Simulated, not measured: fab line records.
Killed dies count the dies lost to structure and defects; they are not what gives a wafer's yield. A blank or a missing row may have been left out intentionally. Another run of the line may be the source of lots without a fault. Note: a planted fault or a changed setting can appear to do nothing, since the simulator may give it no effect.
fab line records	flow nand_harc
record lots=12	wafers=36	last_day=33
route steps=1302 shown A_STAIRCASE@819 END@1302
lots that met no fault: taken from a fault-free run of the same line
start_h: hours from the record's opening day to when the first of the lot's shown wafers began	wait_h: hours since the lot's step before	" unchanged from the row above	L1.1+2: a single row standing in for several wafers	- no value present, or no start provided	* or withheld: withheld	< > ~ a bound
route shown NAME@n: NAME is a module with steps in the file, n the number in the route of the first one	usual: mean and standard deviation over wafers with no fault	same: alike in all rows	chamber/n: place in a boat	sites: readings site by site	_std_site: their standard deviation	_edge_site: mean of outer sites minus mean of inner sites	radius_mm: how far each site lies from the wafer's centre	mask NAME#n: copy n	behind: the most recent tool/chamber to have shaped the wafer	hold: cause of the lot's hold/its duration in hours/its outcome	device: names the non-switching transistor (n, p or np)	end of line: tests run on the same wafers once the route is complete	a step given without rows: its recipe and nothing more	killed: at the first sort, the dies lost to defects and structure; wafer yield is something else	map: shows each die of a wafer: x if killed, . if not, _ if none is there
set.NAME: the setting as run; set.NAME@STEP: as run at that earlier step	model.NAME: the simulator's own value behind a step, which no gauge read
steps of the route over a sample of lots; a table a step, a row a wafer
services: from which hour (start_h, from the record's first day; less than 0 if before it) a tool's chamber was out of use, for how many hours, and why
## steps
# step NHARC_A_STAIRCASE_DEP_301
# recipe target_thk_a=300	target_thk_nm=30	temp_c=400	pressure_torr=3.5	flow_sccm=200	rf_w=350	material=SiON
# usual chamber_pressure_Torr=3.499/0.0064	heater_power_outer_w=436/57	heater_power_w=738/78
lot.wafer	tool	chamber	start_h	wait_h	chamber_pressure_Torr	heater_power_outer_w	heater_power_w
L300.1	pecvd-04	2	400.28	1.6	3.511	354	641
L300.3	"	0	"	"	3.500	469	781
L300.5	"	0	"	"	3.493	455	780
L301.2	pecvd-03	1	418.74	1.3	3.498	390	674
L301.1	"	2	"	"	3.493	527	813
L301.6	"	1	"	"	3.500	382	702
L304.2	pecvd-03	0	436.01	1.2	3.507	540	874
L304.4	"	1	"	"	3.502	377	655
L304.5	"	2	"	"	3.496	520	806
L310.2	pecvd-04	0	492.68	1.3	3.493	489	831
L310.3	"	1	"	"	3.500	401	693
L310.1	"	2	"	"	3.495	410	717
L313.1	pecvd-03	1	518.35	1.6	3.508	320	581
L313.6	"	0	"	"	3.503	514	858
L313.4	"	1	"	"	3.506	323	586
L311.3	pecvd-04	0	524.24	1.0	3.506	466	788
L311.6	"	1	"	"	3.493	450	769
L311.4	"	0	"	"	3.495	458	797
L315.1	pecvd-04	0	539.69	1.6	3.498	403	723
L315.6	"	1	"	"	3.513	469	787
L315.5	"	0	"	"	3.494	426	722
L314.1	pecvd-03	0	544.13	1.6	3.498	446	767
L314.3	"	1	"	"	3.495	387	676
L314.6	"	0	"	"	3.502	447	772
L317.2	pecvd-02	2	575.24	1.2	3.507	462	702
L317.3	"	1	"	"	3.503	365	701
L317.6	"	0	"	"	3.507	439	729
L319.2	pecvd-04	2	588.26	1.2	3.494	390	704
L319.3	"	1	"	"	3.504	471	772
L319.6	"	2	"	"	3.497	380	672
L320.3	pecvd-04	2	603.89	1.0	3.494	401	708
L320.6	"	1	"	"	3.475	433	755
L320.4	"	2	"	"	3.504	405	692
L321.1	pecvd-02	2	610.53	1.6	3.498	444	660
L321.3	"	0	"	"	3.504	366	608
L321.6	"	1	"	"	3.500	449	792
# step NHARC_A_STAIRCASE_HM_OPEN_463
# recipe o2_flow_sccm=400	cos_flow_sccm=20	ar_flow_sccm=0	rf_w=500	bias_w=300	chemistry=O2/COS
# usual drypump_motor_current_A=5.8/0.49	oes_product_au=0.999/0.014	rf_vpp_V=466/3.1	showerhead_plenum_p_Torr=3.07/0.14	throttle_valve_pct=28.331/0.0099
lot.wafer	tool	chamber	start_h	wait_h	drypump_motor_current_A	oes_product_au	rf_hours_counter_h	rf_vpp_V	showerhead_plenum_p_Torr	throttle_valve_pct
L300.3	rie_diel-04	1	-	-	6.6	0.994	11	470	3.19	28.322
L300.1	"	2	"	"	5.7	1.015	9	463	2.94	28.322
L300.5	"	0	"	"	5.3	0.988	-	463	2.94	28.316
L301.2	rie_diel-05	3	-	-	5.7	0.989	0	470	3.34	28.321
L301.1	"	1	"	"	5.2	1.014	0	464	3.04	28.329
L301.6	"	0	"	"	5.8	1.005	-	469	3.17	28.336
L304.2	rie_diel-05	1	-	-	5.2	1.006	9	464	3.03	28.343
L304.4	"	3	"	"	5.7	0.986	4	473	3.34	28.325
L304.5	"	1	"	"	5.1	0.999	-	467	3.03	28.335
L310.1	rie_diel-04	3	-	-	6.6	1.009	44	468	3.19	28.333
L310.2	"	1	"	"	6.6	0.996	38	468	3.18	28.347
L310.3	"	2	"	"	5.8	1.016	38	464	2.93	28.329
L313.4	rie_diel-05	0	-	-	5.8	1.008	33	468	3.16	28.326
L313.1	"	1	"	"	5.1	0.995	32	464	3.02	28.320
L313.6	"	2	"	"	5.5	1.013	-	465	3.04	28.324
L311.3	rie_diel-05	2	-	-	5.5	1.015	32	466	3.04	28.315
L311.4	"	3	"	"	5.7	0.984	33	472	3.33	28.329
L311.6	"	1	"	"	5.1	1.004	-	465	3.02	28.334
L315.1	rie_diel-10	3	-	-	6.1	0.986	44	467	3.09	28.315
L315.6	"	0	"	"	6.1	0.976	-	463	2.90	28.317
L315.5	"	1	"	"	5.2	0.980	-	469	3.21	28.343
L314.3	rie_diel-05	2	-	-	5.5	1.007	39	466	3.04	28.338
L314.1	"	3	"	"	5.7	0.987	40	471	3.32	28.332
L314.6	"	2	"	"	5.5	1.016	-	465	3.04	28.340
L317.3	rie_diel-05	0	-	-	5.8	1.014	49	466	3.15	28.346
L317.2	"	2	"	"	5.6	1.013	50	464	3.04	28.335
L317.6	"	2	"	"	5.5	1.028	-	467	3.04	28.326
L319.3	rie_diel-10	0	-	-	6.1	0.976	61	462	2.89	28.332
L319.2	"	1	"	"	5.2	0.994	52	469	3.20	28.336
L319.6	"	3	"	"	6.1	0.996	-	466	3.08	28.318
L320.3	rie_diel-04	1	-	-	6.6	1.019	22	468	3.16	28.328
L320.4	"	3	"	"	6.6	1.010	21	468	3.17	28.315
L320.6	"	1	"	"	6.6	1.014	-	468	3.16	28.323
L321.3	rie_diel-04	1	-	-	6.6	1.011	23	469	3.16	28.342
L321.1	"	0	"	"	5.3	0.979	22	461	2.90	28.326
L321.6	"	2	"	"	5.8	1.000	-	463	2.91	28.333
# step NHARC_A_STAIRCASE_ETCH_315
# recipe target_depth_a=25000	time_s=607.1	ion_energy_ev=800	c4f8_flow_sccm=80	o2_flow_sccm=60	ar_flow_sccm=withheld	rf_w=600	bias_w=3000	chemistry=C4F8/O2/Ar
# usual bias_w=3001/9.1	chamber_pressure_mTorr=25.000/0.021	oes_product_au=0.933/0.013	rf_vpp_V=1822/11
lot.wafer	tool	chamber	start_h	wait_h	bias_w	chamber_pressure_mTorr	oes_product_au	rf_hours_counter_h	rf_vpp_V
L300.1	rie_diel-04	2	401.87	-	2995	25.003	0.951	9	1812
L300.3	"	1	"	"	3005	24.990	0.942	11	1833
L300.5	"	3	"	"	3008	25.019	0.957	-	1835
L301.1	rie_diel-05	1	422.96	-	-	-	-	-	-
L301.2	"	3	"	"	-	-	-	-	-
L301.6	"	2	"	"	-	-	-	-	-
L304.2	rie_diel-05	0	437.70	-	-	-	-	-	-
L304.4	"	3	"	"	-	-	-	-	-
L304.5	"	1	"	"	-	-	-	-	-
L310.2	rie_diel-04	1	494.33	-	2992	25.034	0.923	38	1832
L310.1	"	2	"	"	2991	25.007	0.963	38	1811
L310.3	"	0	"	"	2995	24.995	0.910	42	1810
L313.1	rie_diel-05	3	521.01	-	3003	24.969	0.901	31	1843
L313.4	"	1	"	"	3007	24.988	0.926	32	1820
L313.6	"	3	"	"	2988	24.992	0.903	-	1843
L311.4	rie_diel-05	0	525.76	-	3022	24.999	0.933	35	1830
L311.3	"	1	"	"	3012	25.031	0.928	33	1817
L311.6	"	0	"	"	3022	25.018	0.930	-	1831
L315.1	rie_diel-10	1	542.38	-	2988	25.010	0.923	36	1835
L315.5	"	2	"	"	2980	24.989	0.952	-	1807
L315.6	"	3	"	"	2999	24.978	0.934	-	1825
L314.1	rie_diel-05	1	545.68	-	2987	25.019	0.944	38	1818
L314.3	"	2	"	"	2985	24.967	0.940	39	1820
L314.6	"	2	"	"	3003	24.997	0.946	-	1820
L317.2	rie_diel-05	2	576.80	-	3002	24.996	0.945	50	1821
L317.3	"	0	"	"	3017	24.971	0.938	49	1829
L317.6	"	0	"	"	3009	25.001	0.948	-	1829
L319.2	rie_diel-10	1	590.03	-	3019	25.009	0.928	53	1834
L319.3	"	3	"	"	3014	25.049	0.920	62	1826
L319.6	"	2	"	"	3010	25.052	0.934	-	1806
L320.3	rie_diel-04	2	605.41	-	2991	24.990	0.934	22	1809
L320.4	"	3	"	"	2998	24.998	0.953	21	1831
L320.6	"	1	"	"	3009	25.022	0.944	-	1830
L321.1	rie_diel-04	0	612.16	-	3013	24.984	0.939	22	1808
L321.3	"	1	"	"	2985	24.971	0.944	23	1830
L321.6	"	0	"	"	3012	24.995	0.924	-	1807
# step NHARC_A_STAIRCASE_STRIP_316
# recipe o2_flow_sccm=500	ar_flow_sccm=0	bias_w=0	chemistry=O2
# usual drypump_motor_current_A=5.8/0.48	oes_product_au=1.000/0.015	rf_vpp_V=57.5/0.82	showerhead_plenum_p_Torr=3.47/0.15	throttle_valve_pct=17.036/0.0079
lot.wafer	tool	chamber	start_h	wait_h	drypump_motor_current_A	oes_product_au	rf_hours_counter_h	rf_vpp_V	showerhead_plenum_p_Torr	throttle_valve_pct
L300.3	rie_diel-04	3	-	-	6.6	1.015	10	56.3	3.62	17.037
L300.1	"	2	"	"	5.7	1.022	10	57.5	3.32	17.028
L300.5	"	3	"	"	6.6	1.010	-	56.3	3.62	17.038
L301.1	rie_diel-05	1	-	-	5.1	0.994	4	59.6	3.43	17.034
L301.2	"	3	"	"	5.7	0.995	2	58.2	3.77	17.033
L301.6	"	2	"	"	5.5	1.021	-	55.9	3.46	17.029
L304.4	rie_diel-05	2	-	-	5.6	1.036	6	56.7	3.46	17.034
L304.2	"	0	"	"	5.8	1.011	9	57.8	3.58	17.029
L304.5	"	2	"	"	5.6	1.028	-	57.5	3.46	17.028
L310.3	rie_diel-04	1	-	-	6.6	1.004	38	58.4	3.59	17.038
L310.1	"	2	"	"	5.8	1.026	39	58.2	3.31	17.038
L310.2	"	0	"	"	5.4	0.983	42	57.4	3.30	17.033
L313.1	rie_diel-05	0	-	-	5.8	1.002	34	56.9	3.57	17.037
L313.4	"	2	"	"	5.5	1.022	31	58.6	3.44	17.041
L313.6	"	3	"	"	5.7	0.983	-	57.5	3.76	17.049
L311.3	rie_diel-05	3	-	-	5.7	0.990	33	58.2	3.76	17.017
L311.4	"	0	"	"	5.8	0.999	35	57.5	3.57	17.028
L311.6	"	3	"	"	5.7	0.998	-	58.7	3.76	17.031
L315.1	rie_diel-10	0	-	-	6.2	0.983	45	56.7	3.28	17.046
L315.5	"	3	"	"	6.1	0.990	-	57.8	3.49	17.048
L315.6	"	0	"	"	6.2	0.988	-	56.8	3.28	17.040
L314.3	rie_diel-05	3	-	-	5.7	0.969	40	57.3	3.75	17.039
L314.1	"	0	"	"	5.8	0.998	41	57.0	3.56	17.049
L314.6	"	1	"	"	5.1	0.991	-	57.4	3.41	17.037
L317.2	rie_diel-05	3	-	-	5.6	0.973	51	57.7	3.75	17.030
L317.3	"	0	"	"	5.8	1.007	49	57.5	3.56	17.039
L317.6	"	0	"	"	5.8	1.019	-	58.4	3.56	17.052
L319.3	rie_diel-10	3	-	-	6.1	0.994	62	57.6	3.48	17.022
L319.2	"	0	"	"	6.2	0.971	61	56.1	3.27	17.046
L319.6	"	3	"	"	6.1	0.987	-	57.0	3.48	17.034
L320.3	rie_diel-04	3	-	-	6.6	1.010	21	56.9	3.58	17.031
L320.4	"	1	"	"	6.6	1.003	22	56.8	3.57	17.035
L320.6	"	3	"	"	6.6	1.004	-	57.6	3.58	17.033
L321.1	rie_diel-04	1	-	-	6.6	1.019	23	57.0	3.57	17.037
L321.3	"	2	"	"	5.8	0.993	23	55.7	3.29	17.038
L321.6	"	0	"	"	5.3	0.978	-	58.2	3.29	17.042
# step NHARC_END_SORT_01
# recipe temp_c=25
# usual killed_at_array=52/17	killed_at_other=1.2/1.4	killed_at_periphery=4.7/2.9	killed_dies=58/17	killed_open=3.2/1.9	killed_short=2.4/1.4
# same gross_dies=677
lot.wafer	tool	chamber	start_h	wait_h	hold	killed_at_array	killed_at_other	killed_at_periphery	killed_dies	killed_open	killed_short
L300.1	prober-02	0	576.77	2.5	-	44	0	4	48	0	2
L300.3	prober-02	0	578.38	3.1	-	53	0	3	56	3	2
L300.5	prober-02	0	579.99	3.7	-	39	1	5	45	6	4
L301.1	prober-02	0	598.72	2.5	await_dispo/5.9h/scrap	673	2	2	677	2	1
L301.2	prober-02	0	599.51	2.8	await_dispo/5.9h/scrap	676	0	1	677	2	3
L301.6	prober-02	0	602.67	3.9	await_dispo/5.9h/scrap	674	1	2	677	3	4
L304.2	prober-01	0	617.23	2.8	await_dispo/3.0h/scrap	674	0	3	677	4	2
L304.4	prober-01	0	618.85	3.4	await_dispo/3.0h/scrap	671	2	4	677	2	3
L304.5	prober-01	0	619.66	3.7	await_dispo/3.0h/scrap	673	1	3	677	2	2
L310.1	prober-02	0	668.52	2.5	-	40	2	3	45	2	3
L310.2	prober-02	0	669.32	2.8	-	41	0	2	43	3	2
L310.3	prober-02	0	670.11	3.1	-	42	0	5	47	1	2
L313.1	prober-01	0	697.97	2.5	-	47	0	2	49	5	3
L313.4	prober-01	0	700.40	3.4	-	63	0	1	64	5	2
L313.6	prober-01	0	702.01	4.0	-	65	2	0	67	0	5
L311.3	prober-01	0	707.41	3.1	-	47	1	2	50	1	1
L311.4	prober-01	0	708.21	3.4	-	60	1	3	64	3	2
L311.6	prober-01	0	709.80	4.0	-	63	0	3	66	7	4
L315.1	prober-02	0	715.31	2.5	-	79	3	6	88	3	2
L315.5	prober-02	0	718.48	3.7	-	78	2	4	84	4	2
L315.6	prober-02	0	719.27	4.0	-	89	1	4	94	5	1
L314.1	prober-01	0	715.33	2.5	-	31	1	6	38	6	3
L314.3	prober-01	0	716.94	3.1	-	28	0	4	32	3	3
L314.6	prober-01	0	719.35	4.0	-	15	0	1	16	2	1
L317.2	prober-01	0	762.85	2.8	-	56	4	4	64	1	5
L317.3	prober-01	0	763.66	3.1	-	64	1	9	74	2	2
L317.6	prober-01	0	766.08	4.0	-	72	1	3	76	3	2
L319.2	prober-02	0	773.68	2.8	-	45	0	2	47	1	1
L319.3	prober-02	0	774.48	3.1	-	39	2	8	49	6	3
L319.6	prober-02	0	776.88	4.0	-	27	5	2	34	1	1
L320.3	prober-01	0	780.17	3.1	-	38	0	6	44	2	4
L320.4	prober-01	0	780.97	3.4	-	53	3	7	63	2	3
L320.6	prober-01	0	782.57	4.0	-	47	3	3	53	6	3
L321.1	prober-01	0	789.66	2.5	-	43	0	3	46	4	3
L321.3	prober-01	0	791.24	3.1	-	37	0	3	40	2	1
L321.6	prober-01	0	793.61	4.0	-	50	0	2	52	2	1
# killed by level:class
L300.1 A_CHANNEL_HOLE_D2:chamber_film_flake=18 A_CHANNEL_HOLE_D1:chamber_film_flake=17 A_WL_FILL:chamber_film_flake=3 A_CONTACT:chamber_film_flake=3 P_CONTACT:chamber_film_flake=2 P_GATE:geometric_particle:short=1 A_ONON_D1:geometric_particle:short=1 P_ZERO_WELL:chamber_film_flake=1
L300.3 A_CHANNEL_HOLE_D2:chamber_film_flake=22 A_CHANNEL_HOLE_D1:chamber_film_flake=19 A_ZERO_WELL:chamber_film_flake=3 P_CONTACT:chamber_film_flake=2 A_CONTACT:chamber_film_flake=2 A_STAIRCASE:chamber_film_flake=2 P_GATE:geometric_particle:open=1 A_CHANNEL_FILL_D2:geometric_particle:open=1
L300.5 A_CHANNEL_HOLE_D1:chamber_film_flake=13 A_CHANNEL_HOLE_D2:chamber_film_flake=9 A_WL_FILL:chamber_film_flake=4 P_GATE:geometric_particle:open=2 P_GATE:chamber_film_flake=2 A_DECK1_JOINT:chamber_film_flake=2 A_CONTACT:chamber_film_flake=2 P_M0:geometric_particle:open=1
L301.1 A_STAIRCASE:area_etch=601 A_SLIT:chamber_film_flake=35 A_CHANNEL_HOLE_D2:chamber_film_flake=26 A_STAIRCASE:chamber_film_flake=3 A_CONTACT:chamber_film_flake=3 P_M2:chamber_film_flake=2 THIN_TSV:chamber_film_flake=2 A_CHANNEL_FILL_D1:geometric_particle:open=1
L301.2 A_STAIRCASE:area_etch=635 A_SLIT:chamber_film_flake=17 A_CHANNEL_HOLE_D2:chamber_film_flake=14 A_CHANNEL_FILL_D1:geometric_particle:open=1 A_DECK1_JOINT:geometric_particle:short=1 A_CHANNEL_FILL_D2:geometric_particle:short=1 A_CONTACT:geometric_particle:open=1 A_BLC:geometric_particle:short=1
L301.6 A_STAIRCASE:area_etch=627 A_CHANNEL_HOLE_D2:chamber_film_flake=15 A_SLIT:chamber_film_flake=15 A_STAIRCASE:chamber_film_flake=7 A_CHANNEL_FILL_D1:geometric_particle:short=2 A_CHANNEL_HOLE_D1:chamber_film_flake=2 P_GATE:geometric_particle:short=1 A_CHANNEL_FILL_D1:geometric_particle:open=1
L304.2 A_STAIRCASE:area_etch=630 A_CHANNEL_HOLE_D1:chamber_film_flake=15 A_CHANNEL_HOLE_D2:chamber_film_flake=13 A_CONTACT:chamber_film_flake=4 A_STAIRCASE:chamber_film_flake=2 A_WL_FILL:chamber_film_flake=2 A_M1:chamber_film_flake=2 P_STI:geometric_particle:open=1
L304.4 A_STAIRCASE:area_etch=631 A_CHANNEL_HOLE_D1:chamber_film_flake=15 A_CHANNEL_HOLE_D2:chamber_film_flake=6 A_CONTACT:chamber_film_flake=5 A_CHANNEL_FILL_D1:chamber_film_flake=3 P_GATE:chamber_film_flake=3 A_M1:chamber_film_flake=3 A_CHANNEL_FILL_D2:geometric_particle:open=2
L304.5 A_STAIRCASE:area_etch=623 A_CHANNEL_HOLE_D1:chamber_film_flake=28 A_CHANNEL_HOLE_D2:chamber_film_flake=9 A_CONTACT:chamber_film_flake=5 A_M1:chamber_film_flake=3 P_ZERO_WELL:chamber_film_flake=2 A_CHANNEL_FILL_D2:geometric_particle:short=1 A_STAIRCASE:geometric_particle:open=1
L310.1 A_CHANNEL_HOLE_D2:chamber_film_flake=14 A_CONTACT:chamber_film_flake=9 A_WL_FILL:chamber_film_flake=5 A_CHANNEL_HOLE_D1:chamber_film_flake=4 A_STAIRCASE:chamber_film_flake=2 A_SLIT:chamber_film_flake=2 THIN_TSV:chamber_film_flake=2 P_CONTACT:geometric_particle:short=1
L310.2 A_CHANNEL_HOLE_D2:chamber_film_flake=15 A_CHANNEL_HOLE_D1:chamber_film_flake=8 A_STAIRCASE:chamber_film_flake=3 A_SLIT:chamber_film_flake=3 A_WL_FILL:chamber_film_flake=3 A_CONTACT:chamber_film_flake=3 P_GATE:geometric_particle:open=1 P_M0:geometric_particle:open=1
L310.3 A_CHANNEL_HOLE_D2:chamber_film_flake=13 A_CONTACT:chamber_film_flake=10 A_CHANNEL_HOLE_D1:chamber_film_flake=9 A_WL_FILL:chamber_film_flake=5 P_CONTACT:chamber_film_flake=2 P_STI:chamber_film_flake=2 A_SLIT:chamber_film_flake=2 A_CHANNEL_FILL_D2:geometric_particle:short=1
L313.1 A_CHANNEL_HOLE_D1:chamber_film_flake=19 A_SLIT:chamber_film_flake=14 A_CHANNEL_FILL_D2:chamber_film_flake=2 A_STAIRCASE:chamber_film_flake=2 A_SGD_CUT:chamber_film_flake=2 P_CONTACT:geometric_particle:short=1 A_CHANNEL_HOLE_D1:geometric_particle:open=1 A_DECK1_JOINT:geometric_particle:open=1
L313.4 A_SLIT:chamber_film_flake=25 A_CHANNEL_HOLE_D1:chamber_film_flake=18 A_CONTACT:chamber_film_flake=7 A_DECK1_JOINT:geometric_particle:short=2 A_DECK1_JOINT:geometric_particle:open=2 A_SGD_CUT:chamber_film_flake=2 A_CHANNEL_FILL_D1:geometric_particle:open=1 A_CHANNEL_HOLE_D2:geometric_particle:open=1
L313.6 A_SLIT:chamber_film_flake=34 A_CHANNEL_HOLE_D1:chamber_film_flake=15 A_CONTACT:chamber_film_flake=4 A_CHANNEL_FILL_D2:chamber_film_flake=2 A_STAIRCASE:chamber_film_flake=2 A_SGD_CUT:chamber_film_flake=2 A_SOURCE_PLATE:geometric_particle:short=1 A_ONON_D1:geometric_particle:short=1
L311.3 A_CHANNEL_HOLE_D1:chamber_film_flake=18 A_CHANNEL_HOLE_D2:chamber_film_flake=17 A_CONTACT:chamber_film_flake=7 A_SLIT:chamber_film_flake=2 P_CONTACT:geometric_particle:open=1 A_CHANNEL_HOLE_D2:geometric_particle:short=1 P_ZERO_WELL:chamber_film_flake=1 A_STAIRCASE:chamber_film_flake=1
L311.4 A_CHANNEL_HOLE_D1:chamber_film_flake=28 A_CHANNEL_HOLE_D2:chamber_film_flake=16 A_CONTACT:chamber_film_flake=7 A_ZERO_WELL:chamber_film_flake=2 P_CONTACT:geometric_particle:open=1 P_M0:geometric_particle:open=1 P_M1:geometric_particle:short=1 A_CHANNEL_HOLE_D1:geometric_particle:open=1
L311.6 A_CHANNEL_HOLE_D1:chamber_film_flake=21 A_CHANNEL_HOLE_D2:chamber_film_flake=20 A_CONTACT:chamber_film_flake=7 A_M1:chamber_film_flake=4 A_WL_FILL:geometric_particle:open=2 A_CONTACT:geometric_particle:open=2 P_M0:geometric_particle:open=1 P_M1:geometric_particle:short=1
L315.1 A_SLIT:chamber_film_flake=35 A_CHANNEL_HOLE_D1:chamber_film_flake=18 A_CHANNEL_HOLE_D2:chamber_film_flake=12 A_STAIRCASE:chamber_film_flake=3 THIN_TSV:chamber_film_flake=3 P_M1:chamber_film_flake=2 A_DECK1_JOINT:chamber_film_flake=2 A_CHANNEL_FILL_D2:chamber_film_flake=2
L314.1 A_CHANNEL_HOLE_D1:chamber_film_flake=9 A_SLIT:chamber_film_flake=6 A_STAIRCASE:chamber_film_flake=3 A_CONTACT:chamber_film_flake=3 P_GATE:chamber_film_flake=2 A_CHANNEL_FILL_D2:chamber_film_flake=2 P_CONTACT:geometric_particle:short=1 P_M1:geometric_particle:open=1
L314.3 A_CHANNEL_HOLE_D1:chamber_film_flake=7 A_STAIRCASE:chamber_film_flake=6 A_CONTACT:chamber_film_flake=6 P_GATE:chamber_film_flake=4 A_CHANNEL_FILL_D2:chamber_film_flake=2 A_SOURCE_PLATE:geometric_particle:open=1 A_ONON_D1:geometric_particle:short=1 A_ONON_D2:geometric_particle:short=1
L315.5 A_CHANNEL_HOLE_D2:chamber_film_flake=26 A_SLIT:chamber_film_flake=25 A_CHANNEL_HOLE_D1:chamber_film_flake=15 A_CONTACT:chamber_film_flake=6 P_CONTACT:geometric_particle:open=1 P_M0:geometric_particle:open=1 A_ONON_D1:geometric_particle:open=1 A_DECK1_JOINT:geometric_particle:short=1
L315.6 A_SLIT:chamber_film_flake=36 A_CHANNEL_HOLE_D1:chamber_film_flake=26 A_CHANNEL_HOLE_D2:chamber_film_flake=14 A_CHANNEL_FILL_D1:chamber_film_flake=6 P_M1:chamber_film_flake=3 A_CHANNEL_FILL_D2:geometric_particle:open=2 P_M0:geometric_particle:open=1 A_CHANNEL_HOLE_D1:geometric_particle:open=1
L314.6 A_SLIT:chamber_film_flake=5 A_CHANNEL_HOLE_D1:chamber_film_flake=3 A_CONTACT:chamber_film_flake=2 P_CONTACT:geometric_particle:open=1 A_SOURCE_PLATE:geometric_particle:open=1 A_WL_FILL:geometric_particle:short=1 A_CHANNEL_FILL_D2:chamber_film_flake=1 A_STAIRCASE:chamber_film_flake=1
L317.2 A_SLIT:chamber_film_flake=23 A_CHANNEL_HOLE_D2:chamber_film_flake=14 A_CHANNEL_HOLE_D1:chamber_film_flake=8 A_STAIRCASE:chamber_film_flake=5 THIN_TSV:chamber_film_flake=3 A_CHANNEL_FILL_D1:chamber_film_flake=2 P_CONTACT:geometric_particle:short=1 P_CONTACT:geometric_particle:open=1
L317.3 A_SLIT:chamber_film_flake=25 A_CHANNEL_HOLE_D2:chamber_film_flake=18 A_STAIRCASE:chamber_film_flake=7 A_CHANNEL_HOLE_D1:chamber_film_flake=6 P_BONDPAD:chamber_film_flake=3 P_STI:chamber_film_flake=2 A_ZERO_WELL:chamber_film_flake=2 A_CHANNEL_FILL_D1:chamber_film_flake=2
L317.6 A_SLIT:chamber_film_flake=27 A_CHANNEL_HOLE_D2:chamber_film_flake=21 A_CHANNEL_HOLE_D1:chamber_film_flake=10 A_STAIRCASE:chamber_film_flake=4 A_WL_FILL:geometric_particle:short=2 P_ZERO_WELL:chamber_film_flake=2 A_ZERO_WELL:chamber_film_flake=2 A_ONON_D1:geometric_particle:open=1
L319.2 A_CHANNEL_HOLE_D1:chamber_film_flake=18 A_SLIT:chamber_film_flake=13 A_M1:chamber_film_flake=6 A_STAIRCASE:chamber_film_flake=4 A_DECK1_JOINT:chamber_film_flake=2 A_DECK1_JOINT:geometric_particle:short=1 A_WL_FILL:geometric_particle:open=1 P_STI:chamber_film_flake=1
L319.3 A_CHANNEL_HOLE_D1:chamber_film_flake=23 A_STAIRCASE:chamber_film_flake=4 A_SLIT:chamber_film_flake=4 P_CONTACT:geometric_particle:open=2 P_M2:chamber_film_flake=2 A_CONTACT:chamber_film_flake=2 THIN_TSV:chamber_film_flake=2 P_CONTACT:geometric_particle:short=1
L319.6 A_CHANNEL_HOLE_D1:chamber_film_flake=12 A_SLIT:chamber_film_flake=4 THIN_TSV:chamber_film_flake=4 A_CONTACT:chamber_film_flake=3 A_M1:chamber_film_flake=3 A_STAIRCASE:chamber_film_flake=2 P_STI:geometric_particle:short=1 A_M0:geometric_particle:open=1
L320.3 A_CHANNEL_HOLE_D2:chamber_film_flake=16 A_CONTACT:chamber_film_flake=9 A_SLIT:chamber_film_flake=5 P_ZERO_WELL:chamber_film_flake=3 P_M2:chamber_film_flake=2 A_STAIRCASE:chamber_film_flake=2 P_GATE:geometric_particle:open=1 A_ONON_D1:geometric_particle:short=1
L320.4 A_CHANNEL_HOLE_D2:chamber_film_flake=23 A_SLIT:chamber_film_flake=10 A_CONTACT:chamber_film_flake=9 A_STAIRCASE:chamber_film_flake=8 P_ZERO_WELL:chamber_film_flake=3 P_M2:chamber_film_flake=2 THIN_TSV:chamber_film_flake=2 P_STI:geometric_particle:open=1
L320.6 A_CHANNEL_HOLE_D2:chamber_film_flake=16 A_CONTACT:chamber_film_flake=14 A_STAIRCASE:chamber_film_flake=4 A_SLIT:chamber_film_flake=3 A_WL_FILL:geometric_particle:open=2 THIN_TSV:chamber_film_flake=2 P_GATE:geometric_particle:short=1 A_SOURCE_PLATE:geometric_particle:open=1
L321.1 A_SLIT:chamber_film_flake=25 A_CONTACT:chamber_film_flake=6 A_CHANNEL_HOLE_D2:chamber_film_flake=5 A_WL_FILL:geometric_particle:open=2 P_GATE:chamber_film_flake=2 A_ONON_D2:geometric_particle:short=1 A_CHANNEL_FILL_D2:geometric_particle:open=1 A_SGD_CUT:geometric_particle:short=1
L321.3 A_SLIT:chamber_film_flake=21 A_CHANNEL_HOLE_D2:chamber_film_flake=6 A_WL_FILL:chamber_film_flake=3 A_CONTACT:chamber_film_flake=3 A_ONON_D1:geometric_particle:open=1 A_DECK1_JOINT:geometric_particle:short=1 A_WL_FILL:geometric_particle:open=1 P_ZERO_WELL:chamber_film_flake=1
L321.6 A_SLIT:chamber_film_flake=35 A_CHANNEL_HOLE_D2:chamber_film_flake=4 A_DECK1_JOINT:chamber_film_flake=2 A_CONTACT:chamber_film_flake=2 A_ONON_D2:geometric_particle:open=1 A_SGD_CUT:geometric_particle:open=1 A_WL_FILL:geometric_particle:short=1 P_STI:chamber_film_flake=1
## services
tool	chamber	start_h	hours	kind
rie_diel-04	2	384.20	2.6	repair
rie_diel-05	0	389.94	-	clean
rie_diel-05	1	389.94	-	clean
rie_diel-05	2	389.94	-	clean
pecvd-02	-	408.32	13.0	pm
rie_diel-05	-	410.51	9.0	pm
rie_diel-10	-	421.86	9.0	pm
rie_diel-05	3	424.54	4.8	repair
pecvd-02	-	445.87	0.3	repair
pecvd-04	-	450.43	13.0	pm
pecvd-02	-	461.10	3.1	repair
rie_diel-10	1	482.68	6.5	repair
rie_diel-04	3	494.50	4.0	repair
rie_diel-04	-	532.68	9.0	pm
pecvd-02	-	533.68	10.6	repair
rie_diel-10	2	543.91	4.8	repair
pecvd-03	-	547.18	13.0	pm
rie_diel-05	-	561.39	0.7	repair
pecvd-04	-	564.65	5.3	repair
rie_diel-05	1	576.02	10.6	repair
rie_diel-05	-	587.51	9.0	pm
pecvd-02	-	589.32	13.0	pm
rie_diel-10	-	598.86	9.0	pm
pecvd-03	0	612.42	3.4	repair
## key
first_sign step=NHARC_A_STAIRCASE_ETCH_315	reading=tool_record	direction=missing
effect step=NHARC_END_SORT_01	reading=killed_at_array	direction=up	sigmas=37	usual=52	struck=674
more_kills_born_at NHARC_A_STAIRCASE_ETCH_315@rie_diel-05=3746
met_at NHARC_A_STAIRCASE_ETCH_315
struck_lots L301,L304
later_rows_left_out L301.1,L301.2,L301.6,L304.2,L304.4,L304.5
tester_left_out L301,L304
not_acting_at NHARC_A_STAIRCASE_DEP_301,NHARC_A_STAIRCASE_HM_OPEN_463,NHARC_A_STAIRCASE_STRIP_316
fault kind=skipped_step_whole	tool=rie_diel-05	chamber=-	onset_h=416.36	steps=NHARC_A_STAIRCASE_ETCH_315	scope=struck_lots_only
# tester_left_out: of these lots the tester's yield and bins aren't shown, on N5 and GAA mostly nor the transistor test; their killed dies are dies lost to structure and defects alone, not to doping, threshold or leakage, so they don't give the yield
# later_rows_left_out: the simulator's readings of these wafers behind a module that went badly wrong aren't trusted and aren't shown, but for the sort
